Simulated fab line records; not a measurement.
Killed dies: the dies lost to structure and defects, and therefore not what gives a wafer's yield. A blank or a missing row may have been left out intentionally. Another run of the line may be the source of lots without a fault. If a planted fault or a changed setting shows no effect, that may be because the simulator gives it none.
Which tool is to blame? | flow nand_harc | 33 wafers from 11 lots sampled at 6 of the route's 1159 steps

## WHAT EACH GAUGE READ, for each wafer
NHARC_P_GATE_CD_MEAS_46: the cd target is 720 nm.
lot  | measured     | on        | cd_nm (nm)
L571 | day 5 18:50  | cd_sem-02 | 718.7 719.6 721.6
L573 | day 6 02:32  | cd_sem-03 | 717.2 719.0 723.3
L574 | day 6 10:34  | cd_sem-01 | 719.4 719.1 718.4
L576 | day 7 01:35  | cd_sem-03 | 716.9 716.9 721.1
L578 | day 7 10:25  | cd_sem-01 | 718.9 721.1 717.8
L583 | day 8 08:37  | cd_sem-03 | 721.3 718.2 719.9
L582 | day 8 10:17  | cd_sem-03 | 721.8 719.7 717.7
L580 | day 8 14:58  | cd_sem-01 | 720.7 720.8 720.6
L584 | day 8 21:13  | cd_sem-03 | 718.8 720.2 723.1
L585 | day 9 06:00  | cd_sem-02 | 722.3 720.4 717.9
L590 | day 10 13:49 | cd_sem-03 | 718.9 718.3 717.5

NHARC_P_GATE_INSPECT_68.
lot  | measured     | on                | raw_defect_count
L571 | day 6 01:11  | defect_inspect-02 | 229 180 128
L573 | day 6 09:04  | defect_inspect-02 | 130 146 91
L574 | day 6 16:59  | defect_inspect-01 | 165 139 138
L576 | day 7 08:20  | defect_inspect-02 | 264 448 273
L578 | day 7 17:07  | defect_inspect-01 | 158 192 100
L583 | day 8 15:20  | defect_inspect-02 | 201 161 274
L582 | day 8 16:46  | defect_inspect-02 | 313 143 219
L580 | day 8 21:31  | defect_inspect-02 | 709 598 690
L584 | day 9 03:38  | defect_inspect-02 | 545 552 594
L585 | day 9 13:02  | defect_inspect-02 | 468 522 596
L590 | day 10 20:31 | defect_inspect-01 | 299 162 268

NHARC_END_SORT_01.
lot  | measured     | on        | killed_at_array | killed_at_other | killed_at_periphery | killed_dies | killed_open | killed_short
L580 | day 22 03:57 | prober-02 | 28 34 28        | 3 2 0           | 36 42 38            | 67 78 66    | 3 6 5       | 2 1 5
L584 | day 23 17:18 | prober-01 | 44 37 42        | 4 0 1           | 36 40 40            | 84 77 83    | 5 3 3       | 0 0 1
L585 | day 23 07:53 | prober-01 | 16 27 23        | 0 0 0           | 43 44 41            | 59 71 64    | 1 7 2       | 1 5 2

## EACH LOT AND THE TOOL THAT RAN IT (in order: tool; ch and the chambers of the sampled wafers; start)
lot  | NHARC_P_GATE_ETCHBACK_37                      | NHARC_P_GATE_STRIP_76                | NHARC_P_CONTACT_ETCH_36
L571 | rie_diel-05 ch 0,2,3, day 5 18:50 or earlier  | plasma_asher-01 ch 0,1, day 5 21:20  | rie_diel-03 ch 0,1,3, no start
L573 | rie_diel-08 ch 0,2,3, day 6 02:32 or earlier  | plasma_asher-01 ch 0, day 6 05:13    | rie_diel-13 ch 0,2, no start
L574 | rie_diel-05 ch 0,1,2, day 6 10:34 or earlier  | plasma_asher-01 ch 0,1, day 6 13:08  | rie_diel-13 ch 0,1,3, no start
L576 | rie_diel-05 ch 0,3, day 7 01:35 or earlier    | plasma_asher-02 ch 0,1, day 7 04:10  | rie_diel-13 ch 1,2,3, no start
L578 | rie_diel-05 ch 0,2,3, day 7 10:25 or earlier  | plasma_asher-02 ch 0,1, day 7 12:59  | rie_diel-03 ch 1,2, no start
L583 | rie_diel-08 ch 1,2,3, day 8 08:37 or earlier  | plasma_asher-02 ch 0, day 8 11:17    | rie_diel-13 ch 0,1,3, no start
L582 | rie_diel-05 ch 0,2,3, day 8 10:17 or earlier  | plasma_asher-01 ch 1, day 8 12:53    | rie_diel-03 ch 0,1, no start
L580 | rie_diel-12 ch 1,2,3, day 8 14:58 or earlier  | plasma_asher-01 ch 1, day 8 17:37    | rie_diel-13 ch 0,1,3, day 22 03:57 or earlier
L584 | rie_diel-05 ch 0,1,3, day 8 21:13 or earlier  | plasma_asher-01 ch 0,1, day 8 23:40  | rie_diel-13 ch 2,3, day 23 17:18 or earlier
L585 | rie_diel-12 ch 0,1,3, day 9 06:00 or earlier  | plasma_asher-01 ch 0,1, day 9 09:01  | rie_diel-13 ch 0,1,3, day 23 07:53 or earlier
L590 | rie_diel-12 ch 0,1,3, day 10 13:49 or earlier | plasma_asher-02 ch 0,1, day 10 16:28 | rie_diel-03 ch 0,3, day 10 22:46
- NHARC_P_GATE_ETCHBACK_37: etches the open film in CHF3/O2, target depth 34.5 nm, time 17.2 s.
- NHARC_P_GATE_STRIP_76: strips in O2.
- NHARC_P_CONTACT_ETCH_36: etches the open film in N2/H2, target depth 260 nm, time 406.25 s.

## WHAT THE TOOLS THEMSELVES READ (means of the sampled wafers that have a number; where no wafer has one, the mark that the record gives instead)
NHARC_P_GATE_ETCHBACK_37.
lot  | tool        | chamber_pressure_mTorr (mTorr) | drypump_motor_current_A (A) | mfc_ar_sccm (sccm) | oes_product_au (a.u.) | rf_vpp_V (V) | showerhead_plenum_p_Torr (Torr) | throttle_valve_pct (%)
L571 | rie_diel-05 | 25.004                         | 5.7                         | 200.5              | 0.92                  | 367.9        | 2.29                            | 20.566
L573 | rie_diel-08 | 25.004                         | 5.9                         | 200.0              | 1.00                  | 368.4        | 2.31                            | 20.575
L574 | rie_diel-05 | 25.006                         | 6.1                         | 200.1              | 0.95                  | 368.1        | 2.29                            | 20.572
L576 | rie_diel-05 | 25.018                         | 5.5                         | 200.4              | 0.93                  | 368.9        | 2.30                            | 20.562
L578 | rie_diel-05 | 25.004                         | 5.7                         | 200.3              | 0.93                  | 368.0        | 2.28                            | 20.568
L583 | rie_diel-08 | 24.995                         | 6.2                         | 200.0              | 0.92                  | 368.8        | 2.30                            | 20.578
L582 | rie_diel-05 | 24.993                         | 5.7                         | 200.1              | 1.01                  | 370.8        | 2.41                            | 20.580
L580 | rie_diel-12 | 25.001                         | 5.9                         | 200.2              | 0.93                  | 369.5        | 2.35                            | 20.566
L584 | rie_diel-05 | 25.005                         | 5.6                         | 199.7              | 1.02                  | 369.0        | 2.32                            | 20.569
L585 | rie_diel-12 | 24.978                         | 6.3                         | 200.1              | 0.93                  | 368.9        | 2.33                            | 20.579
L590 | rie_diel-12 | 24.993                         | 6.3                         | 199.5              | 0.93                  | 368.5        | 2.33                            | 20.569

NHARC_P_GATE_STRIP_76.
lot  | tool            | drypump_motor_current_A (A) | heater_power_w (W) | temp_c (C)
L571 | plasma_asher-01 | 5.45                        | 330                | 250.22
L573 | plasma_asher-01 | 5.40                        | 340                | 250.03
L574 | plasma_asher-01 | 5.43                        | 330                | 250.05
L576 | plasma_asher-02 | 5.84                        | 300                | 250.08
L578 | plasma_asher-02 | 5.85                        | 299                | 249.86
L583 | plasma_asher-02 | 5.72                        | 292                | 249.93
L582 | plasma_asher-01 | 5.51                        | 314                | 250.09
L580 | plasma_asher-01 | 5.49                        | 309                | 250.27
L584 | plasma_asher-01 | 5.47                        | 322                | 249.80
L585 | plasma_asher-01 | 5.49                        | 322                | 250.05
L590 | plasma_asher-02 | 5.96                        | 324                | 250.07

NHARC_P_CONTACT_ETCH_36.
lot  | tool        | chamber_pressure_mTorr (mTorr) | drypump_motor_current_A (A) | mfc_ar_sccm (sccm) | oes_product_au (a.u.) | rf_vpp_V (V) | showerhead_plenum_p_Torr (Torr) | throttle_valve_pct (%)
L571 | rie_diel-03 | 30.024                         | 5.5                         | 0.002              | 1.002                 | 430.6        | 2.06                            | 14.168
L573 | rie_diel-13 | 30.010                         | 6.2                         | 0.014              | 1.004                 | 425.8        | 1.90                            | 14.168
L574 | rie_diel-13 | 29.993                         | 6.0                         | 0.014              | 1.001                 | 430.6        | 2.03                            | 14.167
L576 | rie_diel-13 | 30.000                         | 6.2                         | 0.008              | 1.009                 | 429.9        | 2.04                            | 14.169
L578 | rie_diel-03 | 30.005                         | 5.2                         | 0.007              | 0.986                 | 430.9        | 2.05                            | 14.162
L583 | rie_diel-13 | 29.980                         | 6.0                         | 0.014              | 1.009                 | 429.8        | 2.02                            | 14.176
L582 | rie_diel-03 | 30.026                         | 5.6                         | 0.003              | 1.005                 | 432.0        | 2.09                            | 14.176
L580 | rie_diel-13 | 30.012                         | 6.1                         | 0.014              | 1.002                 | 430.1        | 2.02                            | 14.176
L584 | rie_diel-13 | 30.029                         | 6.3                         | 0.007              | 1.000                 | 427.5        | 1.94                            | 14.174
L585 | rie_diel-13 | 29.979                         | 6.1                         | 0.014              | 1.002                 | 430.5        | 2.02                            | 14.172
L590 | rie_diel-03 | 30.010                         | 5.7                         | 0.002              | 1.005                 | 430.7        | 2.05                            | 14.168

## THE ANSWER, worked out from the rows above alone
Rule: usual is defined by the lots themselves. Put in order of their means at a reading, lots are off if they are a third of the lots or fewer, leave a main group of 4 or more, and stand apart from it by a gap of 3 or more times the standard deviation of the main group's means; of several such gaps the widest counts. Not used: any main group whose means are identical at the precision the tables above print for the reading. Also off: a lot with no number at a reading for which 4 or more lots have one. Any other lot the step has rows for is counted as sound. The gauges are gone through in route order, then the tools' own readings, and for those a lot's mean is taken as printed above. At the first step where some lot is off, the reading lying furthest off is the one used; lots without a number count as furthest.
Off, at NHARC_P_GATE_INSPECT_68 on raw_defect_count: L580, L584, L585. For the main group the mean is 201 and the standard deviation 62.
A tool fits if, at a process step before that reading, it ran every lot that is off, and no sound lot after the first of them. Gauges at NHARC_P_GATE_INSPECT_68: tried the same way as those tools. With no start given for some of its lots, NHARC_P_GATE_ETCHBACK_37 uses the hours and lot order of NHARC_P_GATE_CD_MEAS_46. This does not decide it: 2 tools fit, namely plasma_asher-01 at NHARC_P_GATE_STRIP_76 and defect_inspect-02 at NHARC_P_GATE_INSPECT_68.

## WHAT THE SIMULATOR HAD PUT IN
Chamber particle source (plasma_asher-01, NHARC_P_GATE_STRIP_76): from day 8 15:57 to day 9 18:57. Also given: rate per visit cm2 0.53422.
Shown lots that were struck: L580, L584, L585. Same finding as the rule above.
